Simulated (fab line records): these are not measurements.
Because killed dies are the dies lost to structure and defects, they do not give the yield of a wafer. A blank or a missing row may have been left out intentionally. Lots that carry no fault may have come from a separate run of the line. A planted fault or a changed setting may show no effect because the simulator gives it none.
Chamber matching || flow nand harc || rie diel-02 running NHARC_A_BONDPAD_DESCUM_11: 4 sister chambers
The step chemistry O2, time 3 s. 8 wafers are shown with their chamber, then 9 later ones without.

EACH WAFER AND ITS CHAMBER
{"wafer": "L676.1", "chamber": 3, "drypump motor current A (A)": 6.7, "oes product au (a.u.)": 0.976}
{"wafer": "L679.4", "chamber": 0, "drypump motor current A (A)": 5.5, "oes product au (a.u.)": 0.990}
{"wafer": "L677.1", "chamber": 3, "drypump motor current A (A)": 6.8, "oes product au (a.u.)": 0.975}
{"wafer": "L677.2", "chamber": 1, "drypump motor current A (A)": 5.1, "oes product au (a.u.)": 0.998}
{"wafer": "L677.3", "chamber": 2, "drypump motor current A (A)": 5.3, "oes product au (a.u.)": 1.022}
{"wafer": "L682.1", "chamber": 2, "drypump motor current A (A)": 5.3, "oes product au (a.u.)": 1.022}
{"wafer": "L682.2", "chamber": 0, "drypump motor current A (A)": 5.5, "oes product au (a.u.)": 0.981}
{"wafer": "L682.3", "chamber": 1, "drypump motor current A (A)": 5.2, "oes product au (a.u.)": 1.017}

WAFERS WHOSE CHAMBER IS MISSING
{"wafer": "L684.1", "drypump motor current A (A)": 5.2, "oes product au (a.u.)": 1.014}
{"wafer": "L684.4", "drypump motor current A (A)": 5.5, "oes product au (a.u.)": 0.978}
{"wafer": "L684.6", "drypump motor current A (A)": 5.3, "oes product au (a.u.)": 1.026}
{"wafer": "L685.1", "drypump motor current A (A)": 5.3, "oes product au (a.u.)": 1.005}
{"wafer": "L685.3", "drypump motor current A (A)": 5.5, "oes product au (a.u.)": 0.984}
{"wafer": "L685.5", "drypump motor current A (A)": 5.3, "oes product au (a.u.)": 1.011}
{"wafer": "L692.1", "drypump motor current A (A)": 5.5, "oes product au (a.u.)": 0.966}
{"wafer": "L692.3", "drypump motor current A (A)": 6.8, "oes product au (a.u.)": 0.984}
{"wafer": "L692.5", "drypump motor current A (A)": 6.8, "oes product au (a.u.)": 0.982}

THE CHAMBER EACH PASSED THROUGH
{"wafer": "L684.1", "from the rows above": "can't be placed: 1 or 2", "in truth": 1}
{"wafer": "L684.4", "from the rows above": 0, "in truth": 0}
{"wafer": "L684.6", "from the rows above": 2, "in truth": 2}
{"wafer": "L685.1", "from the rows above": "can't be placed: 2 or 1", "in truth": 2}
{"wafer": "L685.3", "from the rows above": 0, "in truth": 0}
{"wafer": "L685.5", "from the rows above": "can't be placed: 2 or 1", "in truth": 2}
{"wafer": "L692.1", "from the rows above": 0, "in truth": 0}
{"wafer": "L692.3", "from the rows above": 3, "in truth": 3}
{"wafer": "L692.5", "from the rows above": 3, "in truth": 3}
6 of 9 placed correctly. These rows do not allow placing 3 (true chamber among the candidates in 3). Wrongly placed: 0.
How it was worked out, from the rows above alone: a wafer's distance from a chamber is the root of the sum, over the readings, of the square of ((its reading less the chamber's mean) divided by the reading's scatter). If the next closest chamber is less than 2 further off than the closest, the wafer can't be placed; otherwise it belongs to the closest. A chamber's mean is the mean of its shown wafers. How the scatter is found: for the shown wafers, subtract from each reading the mean of its chamber, square and add these, divide the total by (wafers less chambers), then take the root.
